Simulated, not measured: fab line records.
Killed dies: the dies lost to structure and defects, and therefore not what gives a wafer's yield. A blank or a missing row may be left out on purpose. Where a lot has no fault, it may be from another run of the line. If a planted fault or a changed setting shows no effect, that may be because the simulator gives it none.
Lot-split experiment + flow n5_finfet + route with 1938 steps; 7 lots, 21 wafers read

== THE SPLIT ITSELF ==
At N5_BEOL_M15_SPUTTER_44 (material Ta, target thk 15 nm, time 24.19 s), the setting power_w was moved away from the recipe's 15000 W on 6 of the 21 wafers read, by -8.1% to +13.7%. This setting was run at the recipe's value on the other wafers.

Reading taken at the split's own step.

== THE READING ==
Ta_of_BEOL_M15_SPUTTER_44.thk_nm (the simulator's own value, which no gauge read), in nm, at N5_BEOL_M15_SPUTTER_44 (material Ta, target thk 15 nm, time 24.19 s). No usual value for it is given in the file. Across the 15 wafers here that went through the recipe, the average is 15.1 nm and the standard deviation 0.1 nm.

| wafer  | tool, chamber at the split | power_w as run, W | against the recipe | Ta_of_BEOL_M15_SPUTTER_44.thk_nm, nm | against lot-mates on the recipe |
|--------|----------------------------|-------------------|--------------------|--------------------------------------|---------------------------------|
| L079.3 | pvd_sputter-03, -          | 15000             | recipe             | 15.2                                 | -                               |
| L079.4 | pvd_sputter-03, -          | 15000             | recipe             | 15                                   | -                               |
| L079.6 | pvd_sputter-03, -          | 15000             | recipe             | 15                                   | -                               |
| L089.3 | pvd_sputter-01, -          | 15000             | recipe             | 15.2                                 | -                               |
| L089.6 | pvd_sputter-01, -          | 15000             | recipe             | 15.2                                 | -                               |
| L089.5 | pvd_sputter-01, -          | 16860             | +12.4%             | 17                                   | +1.8                            |
| L085.1 | pvd_sputter-01, -          | 15000             | recipe             | 15.2                                 | -                               |
| L085.4 | pvd_sputter-01, -          | 15000             | recipe             | 15.2                                 | -                               |
| L085.5 | pvd_sputter-01, -          | 17050             | +13.7%             | 17.2                                 | +2.0                            |
| L087.2 | pvd_sputter-01, -          | 15000             | recipe             | 15.2                                 | -                               |
| L087.3 | pvd_sputter-01, -          | 15000             | recipe             | 15.2                                 | -                               |
| L087.5 | pvd_sputter-01, -          | 15000             | recipe             | 15.2                                 | -                               |
| L090.2 | pvd_sputter-01, -          | 15000             | recipe             | 15                                   | -                               |
| L090.5 | pvd_sputter-01, -          | 15000             | recipe             | 15                                   | -                               |
| L090.6 | pvd_sputter-01, -          | 15000             | recipe             | 15                                   | -                               |
| L094.1 | pvd_sputter-02, -          | 13790             | -8.1%              | 13.8                                 | -1.2                            |
| L094.4 | pvd_sputter-02, -          | 13790             | -8.1%              | 13.8                                 | -1.2                            |
| L094.6 | pvd_sputter-02, -          | 15000             | recipe             | 15                                   | -                               |
| L097.2 | pvd_sputter-03, -          | 16830             | +12.2%             | 16.8                                 | +1.8                            |
| L097.3 | pvd_sputter-03, -          | 16830             | +12.2%             | 16.8                                 | +1.8                            |
| L097.6 | pvd_sputter-03, -          | 15000             | recipe             | 15                                   | -                               |

THE FIT
A straight line over all 21 wafers: Ta_of_BEOL_M15_SPUTTER_44.thk_nm changes by +0.15 nm for each +1% of power_w; r = +0.99; the points scatter about the line by 0.1 nm.
The same after taking each lot's own level away (the mean of its wafers on the recipe; 21 wafers): +0.147 nm for each +1%; r = +1.00; scatter 0.038 nm.
Per that fit: largest power_w move, reading shift of 2 nm.
From 15.00 to 15.20 nm: that is the span of the lots' own levels, equal to 2.0 times the standard deviation above.
Hence the lot-to-lot level has little effect on the slope; both slopes agree.
Check: with one of the wafers moved furthest among these (+13.7%) left out of the fit, the line predicts +2.01 nm for it against its lot-mates. It came out at +2 nm against them.

== THESE WAFERS: OTHER SPLITS ==
These wafers also went through other splits before the reading. Each is held against what the fit with the lots' levels taken away leaves over:
| other split on the same wafers | wafers away from the commonest value | r with Ta_of_BEOL_M15_SPUTTER_44.thk_nm (lot level and that fit taken away) |
|--------------------------------|--------------------------------------|-----------------------------------------------------------------------------|
| N5_BEOL_M11_PECVD_70 temp_c    | 9                                    | +0.17                                                                       |
| N5_BEOL_M12_PEB_08 peb_temp_c  | 4                                    | +0.28                                                                       |
| N5_BEOL_M13_ETCH_59 time_s     | 5                                    | -0.55                                                                       |
| N5_BEOL_M14_COAT_22 spin_rpm   | 5                                    | -0.03                                                                       |
| N5_BEOL_M14_PEB_26 peb_temp_c  | 8                                    | +0.10                                                                       |

== THE FILE'S OWN FIT ==
Ta_of_BEOL_M15_SPUTTER_44.thk_nm changes by +0.147 nm for each +1% of power_w, r = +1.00.
